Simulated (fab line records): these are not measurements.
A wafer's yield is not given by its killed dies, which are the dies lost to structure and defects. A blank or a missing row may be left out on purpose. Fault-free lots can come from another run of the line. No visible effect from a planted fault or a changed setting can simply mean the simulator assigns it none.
fab line records -- flow n5_finfet
[record] lots = 6, wafers = 18, last_day = 18
route steps=1938 shown MIM_BOT_ETCH@1867 PASS1_CAP@1873 TV_LITHO@1875 TV_OPEN@1887 PASSIVATION@1936
lots with no fault: from the same line, run without faults
start_h: hours from the record's first day to the start of the lot's first wafer shown -- wait_h: hours since the lot's step before -- " as in the row above -- L1.1+2: one row covering several wafers at once -- - no value present, or no start provided -- * or withheld: withheld -- < > ~ a bound
route shown NAME@n: names a module that has steps shown in the file, with the first one's number in the route -- usual: mean and standard deviation over wafers with no fault -- same: alike in all rows -- chamber/n: place in a boat -- sites: per-site readings -- _std_site: standard deviation of those values -- _edge_site: inner sites' mean taken away from outer sites' mean -- radius_mm: for every site, how far away it sits from the centre of the wafer -- mask NAME#n: copy n -- behind: tool/chamber where the wafer was last shaped -- hold: what put the lot on hold/how long, in hours/how the hold closed -- device: the transistor (n, p or np) that didn't switch -- end of line: the route-end tests of the same wafers -- step lacking rows: just its recipe -- killed: dies that structure and defects cost at the first sort, which is not the same as the wafer's yield -- map: the dies of a wafer, with x for killed, . for not killed, _ for no die there
set.NAME: the setting the step ran with; set.NAME@STEP: the setting that earlier step ran with -- model.NAME: the simulator's own value behind a step, which no gauge read
lots at selected steps of the route; one table per step, one row per wafer
services: from which hour (start_h, from the record's first day; less than 0 if before it) a tool's chamber was out of use, for how many hours, and why
[[steps]]
[step N5_MIM_BOT_ETCH_ETCH_03]
[recipe] chemistry = Cl2/BCl3, target_depth_a = 120, pressure_mtorr = 8, icp_w = 800, bias_w = 100, Cl2_flow_sccm = 20, bcl3_flow_sccm = 80
[usual] drypump_motor_current_A = 5.7/0.35, mfc_cl2_sccm = 20.01/0.063, oes_product_au = 0.82/0.099, throttle_valve_pct = 27.6/0.35
lot.wafer,tool,chamber,start_h,wait_h,drypump_motor_current_A,mfc_cl2_sccm,oes_product_au,rf_hours_counter_h,throttle_valve_pct
L120.2,rie_metal-02,0,314.69,0.1,4.9,20.00,0.65,95,27.3
L120.4,rie_metal-02,1,314.69,0.1,5.7,19.92,0.96,-,27.5
L120.5,rie_metal-02,0,314.69,0.1,4.9,20.01,0.65,-,27.2
L119.1,rie_metal-02,1,317.73,0.1,5.7,19.91,0.95,2,27.5
L119.4,rie_metal-02,1,317.73,0.1,5.7,19.96,0.95,-,27.5
L119.6,rie_metal-02,0,317.73,0.1,4.9,19.99,0.66,-,27.2
L134.1,rie_metal-01,0,388.67,0.1,6.1,20.04,0.85,27,27.2
L134.4,rie_metal-01,0,388.67,0.1,6.1,20.04,0.85,-,27.2
L134.5,rie_metal-01,1,388.67,0.1,5.7,19.97,0.82,-,28.0
L132.2,rie_metal-01,1,396.23,0.1,5.7,20.08,0.82,34,28.0
L132.4,rie_metal-01,0,396.23,0.1,6.1,19.94,0.85,-,27.2
L132.6,rie_metal-01,0,396.23,0.1,6.1,20.03,0.84,-,27.1
L133.2,rie_metal-02,1,400.78,0.1,5.7,19.91,0.89,-,27.5
L133.3,rie_metal-02,1,400.78,0.1,5.7,19.94,0.89,-,27.5
L133.6,rie_metal-02,1,400.78,0.1,5.7,20.01,0.89,-,27.5
L136.1,rie_metal-01,0,417.15,0.1,6.1,20.11,0.85,29,27.2
L136.2,rie_metal-01,1,417.15,0.1,5.7,19.99,0.81,36,28.0
L136.4,rie_metal-01,0,417.15,0.1,6.1,20.11,0.85,-,27.2
[step N5_MIM_BOT_ETCH_ETCH_00]
[recipe] chemistry = Cl2/BCl3, target = TiN, target_depth_a = 455, ion_energy_ev = 150, pressure_mtorr = 10, icp_w = 1000, bias_w = 126, Cl2_flow_sccm = 53.25, bcl3_flow_sccm = 21.75, Ar_flow_sccm = 25
[usual] drypump_motor_current_A = 5.7/0.35, mfc_cl2_sccm = 53.27/0.18, oes_ar_750_au = 0.82/0.1, oes_product_au = 0.82/0.099, throttle_valve_pct = 21.97/0.24
lot.wafer,tool,chamber,start_h,wait_h,drypump_motor_current_A,mfc_cl2_sccm,oes_ar_750_au,oes_product_au,rf_hours_counter_h,throttle_valve_pct
L120.2,rie_metal-02,0,314.78,0.1,4.9,53.06,0.66,0.66,95,21.80
L120.4,rie_metal-02,1,314.78,0.1,5.7,53.38,0.95,0.95,-,21.87
L120.5,rie_metal-02,0,314.78,0.1,4.9,53.10,0.66,0.66,-,21.80
L119.1,rie_metal-02,1,317.82,0.1,5.7,53.05,0.93,0.94,2,21.89
L119.4,rie_metal-02,1,317.82,0.1,5.7,52.96,0.94,0.95,-,21.87
L119.6,rie_metal-02,0,317.82,0.1,4.9,53.45,0.66,0.66,-,21.81
L134.1,rie_metal-01,0,388.76,0.1,6.1,53.31,0.89,0.84,27,21.72
L134.4,rie_metal-01,0,388.76,0.1,6.1,53.14,0.88,0.85,-,21.73
L134.5,rie_metal-01,1,388.76,0.1,5.7,53.08,0.83,0.81,-,22.33
L132.2,rie_metal-01,1,396.32,0.1,5.7,53.46,0.83,0.81,34,22.31
L132.4,rie_metal-01,0,396.32,0.1,6.1,53.02,0.88,0.84,-,21.71
L132.6,rie_metal-01,0,396.32,0.1,6.1,52.97,0.88,0.84,-,21.73
L133.2,rie_metal-02,1,400.97,0.2,5.7,53.34,0.87,0.90,-,21.88
L133.3,rie_metal-02,1,400.97,0.2,5.7,53.43,0.87,0.90,-,21.88
L133.6,rie_metal-02,1,400.97,0.2,5.7,53.44,0.87,0.89,-,21.90
L136.1,rie_metal-01,0,417.24,0.1,6.1,53.31,0.87,0.85,29,21.71
L136.2,rie_metal-01,1,417.24,0.1,5.7,53.39,0.83,0.81,36,22.33
L136.4,rie_metal-01,0,417.24,0.1,6.1,53.61,0.88,0.85,-,21.69
[step N5_MIM_BOT_ETCH_STRIP_01]
[recipe] chemistry = O2, power_w = 600, temp_c = 60, pressure_mtorr = 30, rf_frequency_hz = 6e+07, bias_power_w = 0, overash_fraction = 0.5, o2_flow_sccm = 225
[usual] drypump_motor_current_A = 5.8/0.55, oes_product_au = 0.78/0.087, rf_vpp_V = 3.6/1.3, showerhead_plenum_p_Torr = 2.08/0.064, throttle_valve_pct = 16.77/0.23
[same] bias_power_w = 0
lot.wafer,tool,chamber,start_h,wait_h,drypump_motor_current_A,oes_product_au,rf_hours_counter_h,rf_vpp_V,showerhead_plenum_p_Torr,throttle_valve_pct
L120.2,rie_diel-01,0,314.95,0.1,5.3,0.81,90,3.5,2.12,16.70
L120.4,rie_diel-01,3,314.95,0.1,6.3,0.77,104,2.2,2.10,16.24
L120.5,rie_diel-01,3,314.95,0.1,6.3,0.77,-,2.6,2.10,16.26
L119.1,rie_diel-04,3,318.05,0.2,5.3,0.71,219,4.9,2.00,16.99
L119.4,rie_diel-04,1,318.05,0.2,6.0,0.95,-,4.3,2.08,16.81
L119.6,rie_diel-04,2,318.05,0.2,6.1,0.81,-,4.4,2.02,16.44
L134.1,rie_diel-01,2,388.90,0.1,5.1,0.72,164,5.5,2.02,16.85
L134.4,rie_diel-01,0,388.90,0.1,5.3,0.78,116,1.6,2.11,16.78
L134.5,rie_diel-01,0,388.90,0.1,5.3,0.79,-,3.3,2.11,16.77
L132.2,rie_diel-04,2,396.46,0.1,6.1,0.77,130,4.7,2.01,16.52
L132.4,rie_diel-04,1,396.46,0.1,6.0,0.88,-,4.6,2.07,16.85
L132.6,rie_diel-04,2,396.46,0.1,6.2,0.78,-,3.7,2.01,16.51
L133.2,rie_diel-04,2,401.19,0.2,6.1,0.79,132,2.2,2.01,16.52
L133.3,rie_diel-04,1,401.19,0.2,6.0,0.89,41,2.6,2.07,16.85
L133.6,rie_diel-04,3,401.19,0.2,5.3,0.70,-,3.2,1.99,17.06
L136.1,rie_diel-02,3,417.38,0.1,5.1,0.96,9,2.8,2.04,16.69
L136.2,rie_diel-02,1,417.38,0.1,6.6,0.65,255,2.1,2.06,17.05
L136.4,rie_diel-02,3,417.38,0.1,5.0,0.97,-,3.1,2.04,16.68
[step N5_MIM_BOT_ETCH_STRIP_02]
[recipe] chemistry = post_etch_residue_remover, time_s = 1200, temp_c = 72.5
[step N5_MIM_BOT_ETCH_CLEAN_05]
[recipe] chemistry = IPA, time_s = 180, temp_c = 25
[step N5_MIM_BOT_ETCH_SRD_06]
[recipe] dry = ipa_marangoni, time_s = 30, temp_c = 23, rinse_liquid = diw
[step N5_PASSIVATION_PECVD_55]
[recipe] material = SiO2, target_thk_a = 4000, temp_c = 400, precursor = SiH4/N2O, pressure_torr = 2.7, rf_w = 608, time_s = 22.5
[step N5_PASSIVATION_PECVD_01]
[recipe] material = SiNx, target_thk_a = 2000, temp_c = 400, precursor = SiH4/NH3/N2, pressure_torr = 4.9, rf_w = 1406, time_s = 43.2
[usual] heater_power_w = 370/100, showerhead_plenum_p_Torr = 8.72/0.085, showerhead_vpp_V = 2245/82, throttle_valve_pct = 29.3/0.91
lot.wafer,tool,chamber,start_h,wait_h,heater_power_w,showerhead_plenum_p_Torr,showerhead_vpp_V,throttle_valve_pct
L120.2,pecvd-01,1,315.48,0.0,492,8.77,2217,28.6
L120.4,pecvd-01,1,315.48,0.0,516,8.76,2248,28.5
L120.5,pecvd-01,0,315.48,0.0,342,8.67,2236,29.7
L119.1,pecvd-02,2,318.59,0.0,335,8.81,2071,28.0
L119.4,pecvd-02,0,318.59,0.0,302,8.73,2325,31.0
L119.6,pecvd-02,2,318.59,0.0,352,8.80,2047,27.7
L134.1,pecvd-01,0,389.92,0.0,264,8.65,2264,29.7
L134.4,pecvd-01,2,389.92,0.0,285,8.60,2249,29.3
L134.5,pecvd-01,1,389.92,0.0,532,8.76,2231,28.8
L132.2,pecvd-02,2,397.04,0.0,319,8.82,2082,28.4
L132.4,pecvd-02,2,397.04,0.0,333,8.83,2083,28.0
L132.6,pecvd-02,1,397.04,0.0,295,8.80,2293,29.6
L133.2,pecvd-01,2,401.76,0.0,348,8.57,2225,29.3
L133.3,pecvd-01,1,401.76,0.0,558,8.76,2249,28.4
L133.6,pecvd-01,1,401.76,0.0,555,8.75,2201,28.6
L136.1,pecvd-02,1,417.92,0.0,387,8.85,2267,29.5
L136.2,pecvd-02,2,417.92,0.0,269,8.83,2099,28.2
L136.4,pecvd-02,2,417.92,0.0,279,8.82,2077,28.3
[step N5_PASSIVATION_HMDS_03]
[recipe] time_s = 60, temp_c = 120
[step N5_PASSIVATION_COAT_04]
[recipe] spin_rpm = *, resist_thk_nm = *
[step N5_PASSIVATION_EBR_06]
[recipe] solvent = PGMEA, ebr_width_mm = 1.5
[step N5_PASSIVATION_SOFTBAKE_05]
[recipe] temp_c = 100, time_s = 90
[step N5_PASSIVATION_EXPOSE_07]
[recipe] mask_id = TV, na = 0.55, source_shape = conventional, sigma_outer = 0.8, polarization = unpolarized, defocus_nm = 0, target_cd_nm = 3000, dose_mj = 22.75
lot.wafer,tool,chamber,start_h,wait_h,mask
L120.2+4+5,krf_scanner-01,0,315.94,-,TV#0
L119.1+4+6,krf_scanner-01,0,318.91,-,TV#0
L134.1+4+5,krf_scanner-01,0,392.24,-,TV#0
L132.2+4+6,krf_scanner-02,0,397.43,-,TV#0
L133.2+3+6,krf_scanner-01,0,402.45,-,TV#0
L136.1+2+4,krf_scanner-02,0,418.18,-,TV#0
[step N5_PASSIVATION_PEB_08]
[recipe] peb_temp_c = withheld, peb_time_s = *
[step N5_PASSIVATION_DEVELOP_09]
[recipe] develop_time_s = 60, rinse_liquid = diw, dry = air_spin, dev_temp_c = 21
[step N5_PASSIVATION_HARDBAKE_11]
[recipe] temp_c = 130, time_s = 120
[step N5_PASSIVATION_CD_MEAS_10]
[recipe] target_cd_nm = 3000, landing_energy_ev = 500, detector = se_inlens
[usual] cd_nm = 2999.4/2.1
lot.wafer,tool,chamber,start_h,wait_h,cd_nm
L120.2,cd_sem-02,0,316.11,-,2998.2
L120.4,cd_sem-02,0,316.11,-,3000.3
L120.5,cd_sem-02,0,316.11,-,3026.2
L119.1,cd_sem-02,0,319.09,-,3030.4
L119.4,cd_sem-02,0,319.09,-,3003.3
L119.6,cd_sem-02,0,319.09,-,2998.7
L134.1,cd_sem-02,0,392.42,-,2999.0
L134.4,cd_sem-02,0,392.42,-,2998.1
L134.5,cd_sem-02,0,392.42,-,2999.8
L132.2,cd_sem-03,0,397.60,-,3000.9
L132.4,cd_sem-03,0,397.60,-,3001.7
L132.6,cd_sem-03,0,397.60,-,2999.7
L133.2,cd_sem-01,0,402.62,-,3000.2
L133.3,cd_sem-01,0,402.62,-,2997.4
L133.6,cd_sem-01,0,402.62,-,3001.0
L136.1,cd_sem-01,0,418.36,-,3000.2
L136.2,cd_sem-01,0,418.36,-,3001.6
L136.4,cd_sem-01,0,418.36,-,3001.9
[step N5_PASSIVATION_OVL_MEAS_60]
[recipe] points_per_wafer = 44
[usual] TV_OVL = 1/5.7
lot.wafer,tool,chamber,start_h,wait_h,TV_OVL[nm]
L120.2,overlay-02,0,316.14,0.0,-3
L120.4,overlay-02,0,316.14,0.0,-1
L120.5,overlay-02,0,316.14,0.0,-7
L119.1,overlay-01,0,319.12,0.0,-4
L119.4,overlay-01,0,319.12,0.0,-7
L119.6,overlay-01,0,319.12,0.0,-4
L134.1,overlay-02,0,392.45,0.0,-3
L134.4,overlay-02,0,392.45,0.0,0
L134.5,overlay-02,0,392.45,0.0,-3
L132.2,overlay-02,0,397.63,0.0,2
L132.4,overlay-02,0,397.63,0.0,-2
L132.6,overlay-02,0,397.63,0.0,8
L133.2,overlay-02,0,402.65,0.0,5
L133.3,overlay-02,0,402.65,0.0,-5
L133.6,overlay-02,0,402.65,0.0,-7
L136.1,overlay-02,0,418.39,0.0,6
L136.2,overlay-02,0,418.39,0.0,7
L136.4,overlay-02,0,418.39,0.0,-2
[step N5_PASSIVATION_INSPECT_61]
[recipe] mode = adi, inspect_instrument = macro
[usual] raw_defect_count = 2.0/1.5
lot.wafer,tool,chamber,start_h,wait_h,raw_defect_count
L120.2,defect_inspect-01,-,316.16,0.0,0
L120.4,defect_inspect-01,-,316.16,0.0,4
L120.5,defect_inspect-01,-,316.16,0.0,0
L119.1,defect_inspect-02,-,319.14,0.0,5
L119.4,defect_inspect-02,-,319.14,0.0,1
L119.6,defect_inspect-02,-,319.14,0.0,3
L134.1,defect_inspect-01,-,392.47,0.0,1
L134.4,defect_inspect-01,-,392.47,0.0,4
L134.5,defect_inspect-01,-,392.47,0.0,4
L132.2,defect_inspect-01,-,397.65,0.0,0
L132.4,defect_inspect-01,-,397.65,0.0,0
L132.6,defect_inspect-01,-,397.65,0.0,5
L133.2,defect_inspect-02,-,402.68,0.0,1
L133.3,defect_inspect-02,-,402.68,0.0,0
L133.6,defect_inspect-02,-,402.68,0.0,2
L136.1,defect_inspect-02,-,418.41,0.0,2
L136.2,defect_inspect-02,-,418.41,0.0,3
L136.4,defect_inspect-02,-,418.41,0.0,3
[step N5_PASSIVATION_DESCUM_12]
[recipe] chemistry = O2, time_s = 7.9, source_power_w = 50, bias_power_w = 20, pressure_mtorr = 20, rf_frequency_hz = 2.712e+07, temp_c = 40, o2_flow_sccm = 225
[usual] bias_power_w = 20.00/0.055, drypump_motor_current_A = 5.40/0.27, oes_product_au = 0.80/0.092, rf_vpp_V = 243.2/1.1, showerhead_plenum_p_Torr = 2.10/0.045, throttle_valve_pct = 20.37/0.24
lot.wafer,tool,chamber,start_h,wait_h,bias_power_w,drypump_motor_current_A,oes_product_au,rf_hours_counter_h,rf_vpp_V,showerhead_plenum_p_Torr,throttle_valve_pct,model.TV_LITHO.cd_nm
L120.2,rie_diel-03,2,316.36,0.2,20.03,5.22,0.91,16,242.0,2.06,20.26,2998
L120.4,rie_diel-03,3,316.36,0.2,20.00,5.13,0.90,23,244.3,2.12,20.25,3000
L120.5,rie_diel-03,2,316.36,0.2,20.02,5.21,0.91,-,243.4,2.06,20.25,3026
L119.1,rie_diel-05,1,319.21,0.1,20.05,5.47,0.86,71,241.7,2.04,20.10,3030
L119.4,rie_diel-05,0,319.21,0.1,19.96,5.01,0.93,-,242.4,2.11,20.31,3003
L119.6,rie_diel-05,3,319.21,0.1,19.93,5.33,0.70,-,244.2,2.07,20.52,2999
L134.1,rie_diel-05,3,392.51,0.0,19.96,5.31,0.69,229,243.5,2.06,20.56,2999
L134.4,rie_diel-05,0,392.51,0.0,20.01,5.01,0.90,55,243.1,2.10,20.32,2998
L134.5,rie_diel-05,2,392.51,0.0,19.97,5.67,0.85,-,245.1,2.12,20.19,3000
L132.2,rie_diel-05,0,397.82,0.2,19.92,5.01,0.89,57,243.6,2.10,20.34,3001
L132.4,rie_diel-05,2,397.82,0.2,20.08,5.69,0.84,66,245.0,2.12,20.18,3001
L132.6,rie_diel-05,2,397.82,0.2,20.10,5.66,0.84,-,244.2,2.12,20.19,2999
L133.2,rie_diel-03,0,402.71,0.0,19.95,5.93,0.98,7,241.6,2.05,20.02,3001
L133.3,rie_diel-03,1,402.71,0.0,19.94,5.30,0.75,131,246.3,2.19,20.50,2998
L133.6,rie_diel-03,2,402.71,0.0,20.01,5.26,0.86,-,241.4,2.05,20.30,3001
L136.1,rie_diel-05,3,418.67,0.3,20.03,5.31,0.68,236,243.0,2.06,20.56,-
L136.2,rie_diel-05,0,418.67,0.3,19.93,5.00,0.87,62,243.4,2.10,20.34,3002
L136.4,rie_diel-05,2,418.67,0.3,19.99,5.67,0.82,71,244.9,2.11,20.19,3002
[step N5_PASSIVATION_PASS_ETCH_74]
[recipe] chemistry = CF4/O2, target = SiNx, target_depth_a = 2200, time_s = 110, ion_energy_ev = 100, pressure_mtorr = 40, source_w = 535, bias_w = 49, Ar_flow_sccm = 100, cf4_flow_sccm = 100, O2_flow_sccm = 10
[usual] drypump_motor_current_A = 5.40/0.27, oes_ar_750_au = 0.80/0.087, oes_f_703_au = 0.80/0.087, oes_product_au = 0.80/0.091, rf_vpp_V = 242/4, showerhead_plenum_p_Torr = 2.21/0.051, throttle_valve_pct = 15.95/0.24
lot.wafer,tool,chamber,start_h,wait_h,drypump_motor_current_A,oes_ar_750_au,oes_f_703_au,oes_product_au,rf_hours_counter_h,rf_vpp_V,showerhead_plenum_p_Torr,throttle_valve_pct
L120.2,rie_diel-03,2,316.42,0.0,5.30,0.91,0.91,0.91,16,239,2.17,15.76
L120.4,rie_diel-03,3,316.42,0.0,5.12,0.88,0.88,0.90,23,247,2.24,15.88
L120.5,rie_diel-03,2,316.42,0.0,5.25,0.91,0.91,0.90,-,238,2.17,15.76
L119.1,rie_diel-05,1,319.27,0.0,5.46,0.82,0.82,0.85,71,241,2.14,15.62
L119.4,rie_diel-05,0,319.27,0.0,5.01,0.91,0.90,0.92,-,238,2.24,15.98
L119.6,rie_diel-05,3,319.27,0.0,5.33,0.70,0.69,0.69,-,243,2.17,16.09
L134.1,rie_diel-05,3,392.57,0.0,5.31,0.69,0.68,0.68,229,243,2.17,16.14
L134.4,rie_diel-05,0,392.57,0.0,5.03,0.87,0.86,0.88,55,239,2.24,16.03
L134.5,rie_diel-05,2,392.57,0.0,5.65,0.87,0.88,0.87,-,236,2.24,15.73
L132.2,rie_diel-05,0,397.89,0.0,5.01,0.87,0.86,0.87,57,238,2.24,16.02
L132.4,rie_diel-05,2,397.89,0.0,5.69,0.87,0.88,0.86,66,236,2.24,15.75
L132.6,rie_diel-05,2,397.89,0.0,5.67,0.88,0.88,0.86,-,237,2.24,15.75
L133.2,rie_diel-03,0,402.78,0.0,5.93,0.97,0.96,0.96,7,241,2.16,15.45
L133.3,rie_diel-03,1,402.78,0.0,5.27,0.74,0.72,0.74,131,241,2.32,16.12
L133.6,rie_diel-03,2,402.78,0.0,5.26,0.86,0.86,0.86,-,237,2.16,15.83
L136.1,rie_diel-05,3,418.74,0.0,5.32,0.68,0.68,0.67,236,241,2.16,16.15
L136.2,rie_diel-05,0,418.74,0.0,5.01,0.86,0.85,0.87,62,238,2.23,16.02
L136.4,rie_diel-05,2,418.74,0.0,5.69,0.86,0.86,0.86,71,235,2.23,15.77
[step N5_PASSIVATION_PROBE_49]
[usual] defect_limited_yield = 91.3/1.4, killed_at_M0_to_M3 = 36/11, killed_at_M4_up = 13/5.2, killed_at_contacts = 13/6.5, killed_at_front_end = 37/11, killed_at_other = 3.6/2.9, killed_dies = 103/17, killed_open = 68/12, killed_short = 33/7.3, sort_bin_4_leakage = 0.01/0.039, sort_bin_5_function = 5.2/0.91, sort_bin_6_memory = 3.2/0.67, sort_n_pass = 1077/17, sort_yield_pct = 91.3/1.4
[same] gross_dies = 1180, killed_at_back_side = 0, sort_bin_8_speed[%] = 0
lot.wafer,tool,chamber,start_h,wait_h,defect_limited_yield[%],killed_at_M0_to_M3,killed_at_M4_up,killed_at_contacts,killed_at_front_end,killed_at_other,killed_dies,killed_open,killed_short,sort_bin_4_leakage[%],sort_bin_5_function[%],sort_bin_6_memory[%],sort_n_pass,sort_yield_pct[%]
L120.2,prober-01,-,323.37,0.1,91.7,42,11,1,42,2,98,59,39,0,5.5,2.6,1082,91.7
L120.4,prober-01,-,323.47,0.2,91.0,25,19,16,45,1,106,76,29,0,5.3,3.5,1074,91.0
L120.5,prober-01,-,323.52,0.2,91.8,32,7,16,35,7,97,72,24,0,4.7,3.3,1083,91.8
L119.1,prober-02,-,329.43,0.0,90.4,31,14,8,52,8,113,73,40,0,5.8,3.5,1067,90.4
L119.4,prober-02,-,329.58,0.2,88.9,58,8,12,49,4,131,82,49,0,6.4,4.4,1049,88.9
L119.6,prober-02,-,329.68,0.3,90.3,52,6,15,39,3,115,78,37,0,5.9,3.6,1065,90.3
L132.2,prober-02,-,404.36,0.1,92.7,47,9,11,19,0,86,54,30,0,4.1,3.0,1094,92.7
L132.4,prober-02,-,404.46,0.2,91.1,42,14,17,28,4,105,68,36,0,5.1,3.4,1075,91.1
L132.6,prober-02,-,404.56,0.3,92.4,36,10,14,27,3,90,63,26,0,4.5,2.9,1090,92.4
L136.1,prober-01,-,427.29,0.0,92.1,12,14,20,45,2,93,61,28,0,5.4,2.3,1087,92.1
L136.2,prober-01,-,427.34,0.1,90.0,27,10,10,71,0,118,79,39,0,7.0,2.8,1062,90.0
L136.4,prober-01,-,427.44,0.2,90.4,25,16,20,51,1,113,74,37,0,5.7,3.7,1067,90.4
// killed by level:class
L120.2 FIN_SAQP:geometric_particle:open=11 DUMMY_GATE:geometric_particle:open=8 BEOL_M0_SAQP:geometric_particle:short=8 BEOL_M1:geometric_particle:open=7 FIN_SAQP:geometric_particle:short=6 BEOL_M2:geometric_particle:open=6 BEOL_M3:geometric_particle:open=6 GATE_CUT:geometric_particle:short=5
L120.4 FIN_SAQP:geometric_particle:open=20 MOL_CONTACT_COAG:geometric_particle:open=12 BEOL_M3:geometric_particle:open=10 FIN_CUT:geometric_particle:open=5 BEOL_M2:geometric_particle:open=5 BEOL_M4:geometric_particle:open=5 STARTING-WAFER:geometric_particle:short=5 MOL_CONTACT_COAG:geometric_particle:short=4
L120.5 MOL_CONTACT_COAG:geometric_particle:open=14 BEOL_M2:geometric_particle:open=9 BEOL_M3:geometric_particle:open=9 BEOL_M0_SAQP:geometric_particle:short=7 STI_FIN_REVEAL:geometric_particle:open=6 DUMMY_GATE:geometric_particle:open=5 STARTING-WAFER:geometric_particle:open=4 FIN_SAQP:geometric_particle:open=3
L119.1 STI_FIN_REVEAL:geometric_particle:open=18 FIN_SAQP:geometric_particle:open=10 BEOL_M0_SAQP:geometric_particle:short=10 BEOL_M0_SAQP:geometric_particle:open=10 FIN_SAQP:geometric_particle:short=8 MOL_CONTACT_COAG:geometric_particle:open=5 BEOL_M5:geometric_particle:open=5 PASS1_DEP:geometric_particle:short=5
L119.4 BEOL_M0_SAQP:geometric_particle:short=21 BEOL_M0_SAQP:geometric_particle:open=16 FIN_SAQP:geometric_particle:open=10 STI_FIN_REVEAL:geometric_particle:open=9 MOL_CONTACT_COAG:geometric_particle:open=9 FIN_SAQP:geometric_particle:short=7 BEOL_M1:geometric_particle:open=7 STARTING-WAFER:geometric_particle:open=6
L119.6 BEOL_M0_SAQP:geometric_particle:open=19 STI_FIN_REVEAL:geometric_particle:open=16 MOL_CONTACT_COAG:geometric_particle:open=12 BEOL_M0_SAQP:geometric_particle:short=12 FIN_SAQP:geometric_particle:open=6 BEOL_M0:geometric_particle:short=5 BEOL_M3:geometric_particle:open=4 STARTING-WAFER:geometric_particle:short=4
L132.2 BEOL_M1:geometric_particle:open=11 MOL_CONTACT_COAG:geometric_particle:open=10 BEOL_M0_SAQP:geometric_particle:open=9 BEOL_M1:geometric_particle:short=7 BEOL_M2:geometric_particle:open=6 BEOL_M3:geometric_particle:open=6 FIN_SAQP:geometric_particle:short=5 BEOL_M0_SAQP:geometric_particle:short=5
L132.4 MOL_CONTACT_COAG:geometric_particle:open=15 BEOL_M0_SAQP:geometric_particle:open=14 FIN_SAQP:geometric_particle:open=10 BEOL_M0_SAQP:geometric_particle:short=7 BEOL_M1:geometric_particle:open=6 FIN_SAQP:geometric_particle:short=5 BEOL_M2:geometric_particle:open=5 GATE_CUT:geometric_particle:short=4
L132.6 MOL_CONTACT_COAG:geometric_particle:open=14 BEOL_M2:geometric_particle:open=10 FIN_SAQP:geometric_particle:short=7 BEOL_M0_SAQP:geometric_particle:open=7 BEOL_M0_SAQP:geometric_particle:short=7 BEOL_M1:geometric_particle:open=6 FIN_SAQP:geometric_particle:open=4 STI_FIN_REVEAL:geometric_particle:open=4
L136.1 MOL_CONTACT_COAG:geometric_particle:open=17 FIN_SAQP:geometric_particle:short=10 FIN_SAQP:geometric_particle:open=8 STI_FIN_REVEAL:geometric_particle:open=8 DUMMY_GATE:geometric_particle:open=4 BEOL_M4:geometric_particle:open=4 ILD0:geometric_particle:open=3 GATE_CUT:geometric_particle:short=3
L136.2 FIN_SAQP:geometric_particle:open=15 FIN_SAQP:geometric_particle:short=12 STI_FIN_REVEAL:geometric_particle:open=11 DUMMY_GATE:geometric_particle:open=11 BEOL_M1:geometric_particle:open=9 GATE_CUT:geometric_particle:short=7 MOL_CONTACT_COAG:geometric_particle:open=7 BEOL_M0_SAQP:geometric_particle:open=6
L136.4 MOL_CONTACT_COAG:geometric_particle:open=17 FIN_SAQP:geometric_particle:open=12 FIN_SAQP:geometric_particle:short=10 BEOL_M2:geometric_particle:open=9 GATE_CUT:geometric_particle:short=7 STI_FIN_REVEAL:geometric_particle:open=6 BEOL_M3:geometric_particle:open=5 BEOL_M5:geometric_particle:open=5
[[services]]
tool,chamber,start_h,hours,kind
rie_diel-05,2,295.07,17.0,repair
krf_scanner-02,-,304.68,12.1,repair
rie_diel-05,2,316.07,4.0,repair
rie_diel-03,3,317.28,3.7,repair
krf_scanner-01,0,330.45,-,calibration
krf_scanner-02,-,342.81,0.6,repair
krf_scanner-01,-,350.69,0.3,repair
rie_diel-03,0,360.38,-,clean
krf_scanner-02,-,361.06,1.0,pm
rie_diel-05,1,370.48,4.3,repair
rie_diel-05,1,375.69,6.9,repair
rie_diel-02,1,377.66,3.6,repair
rie_metal-01,-,380.65,1.2,repair
rie_metal-02,0,389.49,-,clean
rie_metal-02,0,389.49,12.5,scheduled_down
rie_metal-02,0,389.49,12.5,vent_cycle
rie_diel-04,3,391.70,8.2,repair
krf_scanner-02,-,399.77,4.2,repair
rie_diel-02,2,400.89,3.5,repair
rie_diel-01,-,405.13,0.6,repair
rie_diel-04,2,405.32,9.0,repair
krf_scanner-01,-,410.37,1.3,pm
rie_diel-04,0,413.76,10.2,repair
krf_scanner-01,-,415.17,4.4,pm
[[key]]
[first_sign] step = N5_PASSIVATION_CD_MEAS_10, reading = cd_nm, direction = up, sigmas = 14, usual = 2999.4, struck = 3028.3
effect none on later readings
[model_effect] step = N5_PASSIVATION_DESCUM_12, value = TV_LITHO.cd_nm, without = 3001, struck = 3028
met_at N5_PASSIVATION_EXPOSE_07
struck_wafers L119.1,L120.5
[fault] kind = process_parameter_drift, tool = krf_scanner-01, chamber = -, onset_h = 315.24, steps = N5_PASSIVATION_EXPOSE_07, channel = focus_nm, offset = 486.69, shape = step, end_h = 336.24, scope = struck_wafers_only
